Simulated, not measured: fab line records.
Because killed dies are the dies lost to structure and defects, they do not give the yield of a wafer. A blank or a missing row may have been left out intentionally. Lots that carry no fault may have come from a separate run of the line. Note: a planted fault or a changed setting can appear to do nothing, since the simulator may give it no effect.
fab line records ; flow n5-finfet
record: lots: 7; wafers: 21
route steps=1938 shown BEOL_M14@1716 BEOL_M15@1820 MIM_BOT_LITHO@1858
start-h: the number of hours between the record's first day and the start of the first shown wafer of the lot ; wait-h: time in hours since the lot's previous step ; " as in the row above ; L1.1+2: a row that stands for several wafers ; - no value present, or no start provided ; * or withheld: withheld ; < > ~ a bound
route shown NAME@n: NAME is a module with steps in the file, n the number in the route of the first one ; usual: mean/standard deviation taken from wafers without a fault ; same: alike in all rows ; chamber/n: place in a boat ; sites: per-site readings ; _std_site: the values' standard deviation ; _edge_site: inner sites' mean taken away from outer sites' mean ; radius-mm: for every site, how far away it sits from the centre of the wafer ; mask NAME#n: copy n ; behind: the last tool/chamber to shape the wafer ; hold: why the lot went on hold/how many hours it stayed there/how the hold came to an end ; device: the transistor (n, p or np) that didn't switch ; end of line: the route-end tests of the same wafers ; a step with no rows: only its recipe ; killed: count of dies lost to structure and defects at first sort (not the wafer's yield) ; map: the dies of a wafer, with x for killed, . for not killed, _ for no die there
set.NAME: the setting the step ran with; set.NAME@STEP: the setting that earlier step ran with ; model.NAME: the simulator's own value behind a step, which no gauge read
one table per step and one row per wafer, for lots whose settings were changed on purpose
== steps ==
step: N5_BEOL_M14_ILD_DEP_00
recipe: material: SiO2; target-thk-a: 11193; temp-c: 400; precursor: TEOS/O2; pressure-torr: 6.5; rf-w: 900; teos-flow-sccm: 161.4; gas: O2; flow-sccm: 2650; time-s: 237.4
lot.wafer;tool;chamber;start-h;wait-h;set.time-s;model.SiO2_of_BEOL_M14_ILD_DEP_00.thk-nm
L077.3;pecvd-03;2;258.95;0.0;252.8;1178
L077.4;pecvd-03;1;258.95;0.0;237.4;1130
L077.5;pecvd-03;2;258.95;0.0;252.8;1213
L079.1;pecvd-03;0;262.33;0.0;219.5;1030
L079.3;pecvd-03;2;262.33;0.0;219.5;1032
L079.5;pecvd-03;1;262.33;0.0;237.4;1134
L080.2+5;pecvd-01;0;281.07;0.0;270.5;1284
L080.6;pecvd-01;1;281.07;0.0;237.4;1140
L085.1;pecvd-04;0;309.00;0.0;237.4;1092
L085.5;pecvd-04;2;309.00;0.0;259.8;1222
L085.6;pecvd-04;1;309.00;0.0;237.4;1128
L088.2;pecvd-01;2;328.26;0.0;269.6;1261
L088.3;pecvd-01;1;328.26;0.0;237.4;1109
L088.6;pecvd-01;1;328.26;0.0;269.6;1282
L092.1;pecvd-01;1;359.40;0.0;237.4;1103
L092.2;pecvd-01;0;359.40;0.0;237.4;1099
L092.3;pecvd-01;2;359.40;0.0;237.4;1095
L095.1;pecvd-01;1;373.30;0.0;237.4;1132
L095.3;pecvd-01;0;373.30;0.0;237.4;1128
L095.6;pecvd-01;0;373.30;0.0;237.4;1135
step: N5_BEOL_M14_THK_MEAS_01
recipe: reads: SiO2_of_BEOL_M14_ILD_DEP_00
usual: M14_ILD_THK: 1118/12
lot.wafer;tool;chamber;start-h;wait-h;set.time-s@BEOL_M14_ILD_DEP_00;M14_ILD_THK[nm]
L077.3;film-metro-01;-;259.14;0.1;252.8;1177
L077.4;film-metro-01;-;259.14;0.1;237.4;1130
L077.5;film-metro-01;-;259.14;0.1;252.8;1214
L079.1;film-metro-02;-;262.52;0.1;219.5;1030
L079.3;film-metro-02;-;262.52;0.1;219.5;1031
L079.5;film-metro-02;-;262.52;0.1;237.4;1134
L080.2;film-metro-01;-;281.26;0.1;270.5;1283
L080.5;film-metro-01;-;281.26;0.1;270.5;1284
L080.6;film-metro-01;-;281.26;0.1;237.4;1141
L085.1;film-metro-02;-;309.19;0.1;237.4;1093
L085.5;film-metro-02;-;309.19;0.1;259.8;1222
L085.6;film-metro-02;-;309.19;0.1;237.4;1129
L088.2;film-metro-01;-;328.45;0.1;269.6;1260
L088.3;film-metro-01;-;328.45;0.1;237.4;1109
L088.6;film-metro-01;-;328.45;0.1;269.6;1281
L092.1;film-metro-02;-;359.59;0.1;237.4;1104
L092.2;film-metro-02;-;359.59;0.1;237.4;1099
L092.3;film-metro-02;-;359.59;0.1;237.4;1094
L095.1;film-metro-01;-;373.49;0.1;237.4;1134
L095.3;film-metro-01;-;373.49;0.1;237.4;1129
L095.6;film-metro-01;-;373.49;0.1;237.4;1134
step: N5_BEOL_M14_COAT_58
recipe: resist: BARC; temp-c: 205; time-s: 60; spin-rpm: 1500; resist-thk-nm: 89
step: N5_BEOL_M14_COAT_04
recipe: spin-rpm: 1704; resist-thk-nm: 800
step: N5_BEOL_M14_DESCUM_15
recipe: chemistry: O2; time-s: 7.9; source-power-w: 50; bias-power-w: 20; pressure-mtorr: 20; rf-frequency-hz: 2.712e+07; temp-c: 40; o2-flow-sccm: 225
step: N5_BEOL_M14_ETCH_59
recipe: chemistry: N2/H2; target: BARC; target-depth-a: 890; overetch-a: 267; time-s: 67.9; ion-energy-ev: 200; pressure-mtorr: 30; source-w: 840; bias-w: 150; n2-flow-sccm: 200; h2-flow-sccm: 200
step: N5_BEOL_M14_VIA_ETCH_16
recipe: chemistry: C4F8/O2/Ar; target: SiO2; he-inner-torr: 15; he-outer-torr: 30; target-depth-a: 12313; time-s: withheld; ion-energy-ev: 800; pressure-mtorr: 20; source-w: 1905; bias-w: 2040; Ar_flow_sccm: 400; C4F8_flow_sccm: 16; O2_flow_sccm: 12; ends: cleared
lot.wafer;tool;chamber;start-h;wait-h;set.time-s@BEOL_M14_ILD_DEP_00;model.etch.depth-nm;model.coat_of_BEOL_M14_COAT_04.thk-nm
L077.3;rie-diel-04;1;259.78;0.0;*;1178;440.4
L077.4;rie-diel-04;0;259.78;0.0;*;1130;453
L077.5;rie-diel-04;1;259.78;0.0;*;1213;429.8
L079.1;rie-diel-06;2;263.03;0.0;*;1030;474
L079.3;rie-diel-06;0;263.03;0.0;*;1032;470.4
L079.5;rie-diel-06;3;263.03;0.0;*;1134;448.2
L080.2;rie-diel-05;0;281.79;0.0;*;1284;411
L080.5;rie-diel-05;0;281.79;0.0;*;1284;410.6
L080.6;rie-diel-05;1;281.79;0.0;*;1140;445
L085.1;rie-diel-05;2;309.67;0.0;*;1092;459.6
L085.5;rie-diel-05;3;309.67;0.0;*;1222;428
L085.6;rie-diel-05;0;309.67;0.0;*;1128;450.4
L088.2;rie-diel-04;1;329.05;0.0;*;1261;416
L088.3;rie-diel-04;2;329.05;0.0;*;1109;455.8
L088.6;rie-diel-04;0;329.05;0.0;*;1282;415.4
L092.1;rie-diel-04;1;360.07;0.0;*;1103;454.2
L092.2;rie-diel-04;2;360.07;0.0;*;1099;457.2
L092.3;rie-diel-04;3;360.07;0.0;*;1095;458.4
L095.1;rie-diel-06;3;374.18;0.0;*;1132;450.8
L095.3;rie-diel-06;1;374.18;0.0;*;1128;452.8
L095.6;rie-diel-06;2;374.18;0.0;*;1135;448.2
step: N5_BEOL_M14_TRENCH_ETCH_34
recipe: chemistry: C4F8/O2/Ar; target: SiO2; target-depth-a: 5566.5; mask-material: SOC; he-inner-torr: 15; he-outer-torr: 30; time-s: 126.9; ion-energy-ev: 800; pressure-mtorr: 20; source-w: 1905; bias-w: 2040; Ar_flow_sccm: 400; C4F8_flow_sccm: 16; O2_flow_sccm: 12
lot.wafer;tool;chamber;start-h;wait-h;set.time-s;model.etch.depth-nm
L077.3;rie-diel-04;2;261.13;0.0;152.8;677.9
L077.4;rie-diel-04;0;261.13;0.0;126.9;552
L077.5;rie-diel-04;2;261.13;0.0;152.8;675
L079.1;rie-diel-06;3;264.37;0.0;152.2;673.7
L079.3;rie-diel-06;0;264.37;0.0;152.2;656.6
L079.5;rie-diel-06;2;264.37;0.0;126.9;542.6
L080.2;rie-diel-05;3;283.26;0.0;126.9;556.7
L080.5;rie-diel-05;3;283.26;0.0;126.9;557.3
L080.6;rie-diel-05;0;283.26;0.0;126.9;553.8
L085.1;rie-diel-05;3;310.89;0.0;126.9;550.5
L085.5;rie-diel-05;0;310.89;0.0;112.7;491.6
L085.6;rie-diel-05;1;310.89;0.0;112.7;485.3
L088.2;rie-diel-04;0;330.41;0.0;126.9;548.6
L088.3;rie-diel-04;3;330.41;0.0;126.9;561.4
L088.6;rie-diel-04;0;330.41;0.0;126.9;548.3
L092.1;rie-diel-04;1;361.85;0.0;126.9;555.4
L092.2;rie-diel-04;2;361.85;0.0;126.9;562.3
L092.3;rie-diel-04;3;361.85;0.0;126.9;566.5
L095.1;rie-diel-06;3;375.70;0.0;126.9;567.8
L095.3;rie-diel-06;0;375.70;0.0;126.9;553.9
L095.6;rie-diel-06;1;375.70;0.0;126.9;552
step: N5_BEOL_M14_STRIP_70
recipe: chemistry: C4F8/O2/Ar; resist: SiARC; rf-frequency-hz: 6e+07
step: N5_BEOL_M14_OCD_MEAS_35
usual: trench-depth-nm: 555/6.1
lot.wafer;tool;chamber;start-h;wait-h;set.time-s@BEOL_M14_TRENCH_ETCH_34;trench-depth-nm
L077.3;ocd-01;-;261.29;0.0;152.8;678
L077.4;ocd-01;-;261.29;0.0;126.9;552
L077.5;ocd-01;-;261.29;0.0;152.8;675
L079.1;ocd-01;-;264.53;0.0;152.2;674
L079.3;ocd-01;-;264.53;0.0;152.2;656
L079.5;ocd-01;-;264.53;0.0;126.9;543
L080.2;ocd-01;-;283.42;0.0;126.9;556
L080.5;ocd-01;-;283.42;0.0;126.9;557
L080.6;ocd-01;-;283.42;0.0;126.9;554
L085.1;ocd-01;-;311.05;0.0;126.9;550
L085.5;ocd-01;-;311.05;0.0;112.7;492
L085.6;ocd-01;-;311.05;0.0;112.7;485
L088.2;ocd-01;-;330.57;0.0;126.9;548
L088.3;ocd-01;-;330.57;0.0;126.9;562
L088.6;ocd-01;-;330.57;0.0;126.9;549
L092.1;ocd-02;-;362.00;0.0;126.9;555
L092.2;ocd-02;-;362.00;0.0;126.9;562
L092.3;ocd-02;-;362.00;0.0;126.9;567
L095.1;ocd-02;-;375.85;0.0;126.9;568
L095.3;ocd-02;-;375.85;0.0;126.9;554
L095.6;ocd-02;-;375.85;0.0;126.9;552
step: N5_BEOL_M14_SPUTTER_45
recipe: material: Cu; target-thk-a: 1000; temp-c: -20; bias-v: 60; power-w: 26000; chamber-pressure-pa: 0.13; time-s: 16.67
lot.wafer;tool;chamber;start-h;wait-h;set.power-w
L077.3+4+5;pvd-sputter-01;-;262.45;0.0;26000
L079.1+5;pvd-sputter-02;-;265.12;0.0;26000
L079.3;pvd-sputter-02;-;265.12;0.0;29940
L080.2;pvd-sputter-01;-;284.54;0.0;26000
L080.5+6;pvd-sputter-01;-;284.54;0.0;22940
L085.1+5+6;pvd-sputter-03;-;313.06;0.0;26000
L088.2+3+6;pvd-sputter-02;-;337.33;0.0;26000
L092.1+2;pvd-sputter-02;-;363.91;0.0;23060
L092.3;pvd-sputter-02;-;363.91;0.0;26000
L095.1+3+6;pvd-sputter-01;-;376.53;0.0;26000
step: N5_BEOL_M14_ECD_47
recipe: material: Cu; target-thk-a: 12480
step: N5_BEOL_M14_ANNEAL_48
recipe: temp-c: 225; time-s: 90; ambient: N2
step: N5_BEOL_M14_CMP_49
recipe: stop-on: SiO2; t-overpolish-s: 5.2; down-force-psi: 2; platen-rpm: 80; clearing-platen-down-force-psi: 2; clearing-platen-rpm: 80; post-cmp-clean: cu-alkaline; target-thk-nm: 560; clearing-platen-pad-velocity-m-s: 1.5917; pad-velocity-m-s: 1.5917
lot.wafer;tool;chamber;start-h;wait-h;set.time-s@BEOL_M14_TRENCH_ETCH_34;model.Cu_of_BEOL_M14_ECD_47.thk-nm
L077.3;cmp-04;3;263.31;0.2;152.8;681.8
L077.4;cmp-04;1;263.31;0.2;126.9;555
L077.5;cmp-04;2;263.31;0.2;152.8;679
L079.3;cmp-03;3;265.85;0.2;152.2;-
L079.1;cmp-03;0;265.85;0.2;152.2;677
L079.5;cmp-03;2;265.85;0.2;126.9;546.2
L080.2;cmp-04;3;285.22;0.3;126.9;559.8
L080.6+5;cmp-04;1,2;285.22;0.3;126.9;-
L085.1;cmp-03;1;313.85;0.4;126.9;554.6
L085.6;cmp-03;3;313.85;0.4;112.7;490.4
L085.5;cmp-03;0;313.85;0.4;112.7;496.6
L088.3;cmp-04;1;338.01;0.2;126.9;566.2
L088.2;cmp-04;2;338.01;0.2;126.9;553.2
L088.6;cmp-04;3;338.01;0.2;126.9;553.4
L092.3;cmp-03;2;364.97;0.2;126.9;569.8
L092.2+1;cmp-03;0,1;364.97;0.2;126.9;-
L095.1;cmp-03;1;377.14;0.3;126.9;569.8
L095.3;cmp-03;0;377.14;0.3;126.9;557.4
L095.6;cmp-03;2;377.14;0.3;126.9;554.4
step: N5_BEOL_M14_PRE_CLEAN_52
recipe: gas: NH3; time-s: 15; temp-c: withheld; rf-power-w: 300
step: N5_BEOL_M14_DEP_53
recipe: material: SiCN; target-thk-a: 500; temp-c: withheld; precursor: 3MS/NH3; pressure-torr: 3; rf-w: 675; time-s: 17.8
step: N5_BEOL_M14_RS_MEAS_54
recipe: thk-meas-gauge: four-point-probe; reads: Cu_of_BEOL_M14_ECD_47+Ta_of_BEOL_M14_SPUTTER_44+TaN_of_BEOL_M14_SPUTTER_43
usual: M14_RS: 0.0333/0.00037
lot.wafer;tool;chamber;start-h;wait-h;set.time-s@BEOL_M14_TRENCH_ETCH_34;M14_RS[ohm/sq]
L077.3;film-metro-02;-;263.70;0.1;152.8;0.0272
L077.4;film-metro-02;-;263.70;0.1;126.9;0.0335
L077.5;film-metro-02;-;263.70;0.1;152.8;0.0273
L079.1;film-metro-01;-;266.24;0.0;152.2;0.0274
L079.3;film-metro-01;-;266.24;0.0;152.2;0.0281
L079.5;film-metro-01;-;266.24;0.0;126.9;0.0341
L080.2;film-metro-01;-;285.56;0.1;126.9;0.0332
L080.5;film-metro-01;-;285.56;0.1;126.9;0.0332
L080.6;film-metro-01;-;285.56;0.1;126.9;0.0335
L085.1;film-metro-02;-;314.20;0.0;126.9;0.0336
L085.5;film-metro-02;-;314.20;0.0;112.7;0.0376
L085.6;film-metro-02;-;314.20;0.0;112.7;0.0381
L088.2;film-metro-02;-;338.35;0.1;126.9;0.0336
L088.3;film-metro-02;-;338.35;0.1;126.9;0.0329
L088.6;film-metro-02;-;338.35;0.1;126.9;0.0337
L092.1;film-metro-02;-;365.39;0.0;126.9;0.0334
L092.2;film-metro-02;-;365.39;0.0;126.9;0.0328
L092.3;film-metro-02;-;365.39;0.0;126.9;0.0327
L095.1;film-metro-01;-;377.56;0.0;126.9;0.0326
L095.3;film-metro-01;-;377.56;0.0;126.9;0.0333
L095.6;film-metro-01;-;377.56;0.0;126.9;0.0336
step: N5_BEOL_M15_SPUTTER_44
recipe: material: Ta; target-thk-a: 150; temp-c: 50; bias-v: 80; power-w: 15000; chamber-pressure-pa: 0.07; time-s: 24.19
lot.wafer;tool;chamber;start-h;wait-h;set.power-w;model.Ta_of_BEOL_M15_SPUTTER_44.thk-nm
L077.3;pvd-sputter-01;-;268.45;0.0;13990;14.2
L077.4;pvd-sputter-01;-;268.45;0.0;15000;15.2
L077.5;pvd-sputter-01;-;268.45;0.0;15000;15
L079.1;pvd-sputter-03;-;271.53;0.0;15000;15
L079.3;pvd-sputter-03;-;271.53;0.0;16810;16.8
L079.5;pvd-sputter-03;-;271.53;0.0;16810;17
L080.2+6;pvd-sputter-03;-;288.99;0.0;17450;17.6
L080.5;pvd-sputter-03;-;288.99;0.0;15000;15
L085.1+6;pvd-sputter-03;-;318.38;0.0;12710;12.4
L085.5;pvd-sputter-03;-;318.38;0.0;15000;14.6
L088.2;pvd-sputter-03;-;343.78;0.0;15000;14.8
L088.3;pvd-sputter-03;-;343.78;0.0;13130;13.2
L088.6;pvd-sputter-03;-;343.78;0.0;13130;13
L092.1+3;pvd-sputter-02;-;374.81;0.0;15000;15
L092.2;pvd-sputter-02;-;374.81;0.0;16030;15.8
L095.1+3;pvd-sputter-03;-;383.04;0.0;15000;14.6
L095.6;pvd-sputter-03;-;383.04;0.0;15000;14.8
step: N5_MIM_BOT_LITHO_EXPOSE_05
recipe: mask-id: MIM_BOT; na: 0.55; source-shape: conventional; sigma-outer: 0.8; polarization: unpolarized; dose-mj: 24.25
lot.wafer;tool;chamber;start-h;wait-h;mask;set.dose-mj
L077.3+4+5;krf-scanner-02;0;275.74;-;MIM_BOT#0;24.25
L079.1+5;krf-scanner-02;0;277.44;-;MIM_BOT#0;24.25
L079.3;krf-scanner-02;0;277.44;-;MIM_BOT#0;22.83
L080.2+5;krf-scanner-02;0;295.14;-;MIM_BOT#0;24.96
L080.6;krf-scanner-02;0;295.14;-;MIM_BOT#0;24.25
L085.1;krf-scanner-01;0;325.49;-;MIM_BOT#0;26.06
L085.5+6;krf-scanner-01;0;325.49;-;MIM_BOT#0;24.25
L088.2+3;krf-scanner-02;0;350.40;-;MIM_BOT#0;22.96
L088.6;krf-scanner-02;0;350.40;-;MIM_BOT#0;24.25
L092.1+2+3;krf-scanner-02;0;380.81;-;MIM_BOT#0;24.25
L095.1+3+6;krf-scanner-02;0;387.91;-;MIM_BOT#0;24.25
step: N5_MIM_BOT_LITHO_PEB_06
recipe: peb-temp-c: withheld; peb-time-s: *
step: N5_MIM_BOT_LITHO_DEVELOP_07
recipe: develop-time-s: 60; rinse-liquid: diw; dry: air-spin; dev-temp-c: 21
step: N5_MIM_BOT_LITHO_HARDBAKE_09
recipe: temp-c: 130; time-s: 120
step: N5_MIM_BOT_LITHO_CD_MEAS_08
recipe: target-cd-nm: 3000; landing-energy-ev: 500; detector: se-inlens; polarity: opening
usual: cd-nm: 3000.0/1.3
lot.wafer;tool;chamber;start-h;wait-h;set.dose-mj@MIM_BOT_LITHO_EXPOSE_05;cd-nm
L077.3;cd-sem-02;0;275.91;-;24.25;3002.2
L077.4;cd-sem-02;0;275.91;-;24.25;3001.3
L077.5;cd-sem-02;0;275.91;-;24.25;3003.6
L079.1;cd-sem-01;0;277.62;-;24.25;2999.0
L079.3;cd-sem-01;0;277.62;-;22.83;2988.7
L079.5;cd-sem-01;0;277.62;-;24.25;2997.4
L080.2;cd-sem-01;0;295.31;-;24.96;3005.3
L080.5;cd-sem-01;0;295.31;-;24.96;3005.4
L080.6;cd-sem-01;0;295.31;-;24.25;3001.1
L085.1;cd-sem-03;0;325.66;-;26.06;3013.7
L085.5;cd-sem-03;0;325.66;-;24.25;2999.3
L085.6;cd-sem-03;0;325.66;-;24.25;3000.0
L088.2;cd-sem-02;0;350.58;-;22.96;2991.3
L088.3;cd-sem-02;0;350.58;-;22.96;2990.3
L088.6;cd-sem-02;0;350.58;-;24.25;3000.3
L092.1;cd-sem-01;0;380.99;-;24.25;3001.6
L092.2;cd-sem-01;0;380.99;-;24.25;3000.3
L092.3;cd-sem-01;0;380.99;-;24.25;3001.6
L095.1;cd-sem-02;0;388.08;-;24.25;3002.2
L095.3;cd-sem-02;0;388.08;-;24.25;3001.4
L095.6;cd-sem-02;0;388.08;-;24.25;3001.3
== key ==
split: step: N5_BEOL_M14_ILD_DEP_00; setting: time-s; stated: 237.4; by: wafer
response: step: N5_BEOL_M14_ILD_DEP_00; reading: model.SiO2_of_BEOL_M14_ILD_DEP_00.thk-nm; change: +11.4; per: 1%; r: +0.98
response: step: N5_BEOL_M14_THK_MEAS_01; reading: M14_ILD_THK; change: +11.4; per: 1%; r: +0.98
response: step: N5_BEOL_M14_VIA_ETCH_16; reading: model.etch.depth-nm; change: +11.4; per: 1%; r: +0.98
response: step: N5_BEOL_M14_VIA_ETCH_16; reading: model.coat_of_BEOL_M14_COAT_04.thk-nm; change: -2.78; per: 1%; r: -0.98
split: step: N5_BEOL_M14_TRENCH_ETCH_34; setting: time-s; stated: 126.9; by: wafer
response: step: N5_BEOL_M14_TRENCH_ETCH_34; reading: model.etch.depth-nm; change: +6.05; per: 1%; r: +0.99
response: step: N5_BEOL_M14_OCD_MEAS_35; reading: trench-depth-nm; change: +6.04; per: 1%; r: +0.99
response: step: N5_BEOL_M14_CMP_49; reading: model.Cu_of_BEOL_M14_ECD_47.thk-nm; change: +6.19; per: 1%; r: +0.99
response: step: N5_BEOL_M14_RS_MEAS_54; reading: M14_RS; change: -0.000322; per: 1%; r: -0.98
split: step: N5_BEOL_M14_SPUTTER_45; setting: power-w; stated: 26000; by: wafer
response none clear
split: step: N5_BEOL_M15_SPUTTER_44; setting: power-w; stated: 15000; by: wafer
response: step: N5_BEOL_M15_SPUTTER_44; reading: model.Ta_of_BEOL_M15_SPUTTER_44.thk-nm; change: +0.147; per: 1%; r: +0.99
split: step: N5_MIM_BOT_LITHO_EXPOSE_05; setting: dose-mj; stated: 24.25; by: wafer
response: step: N5_MIM_BOT_LITHO_CD_MEAS_08; reading: cd-nm; change: +1.76; per: 1%; r: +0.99
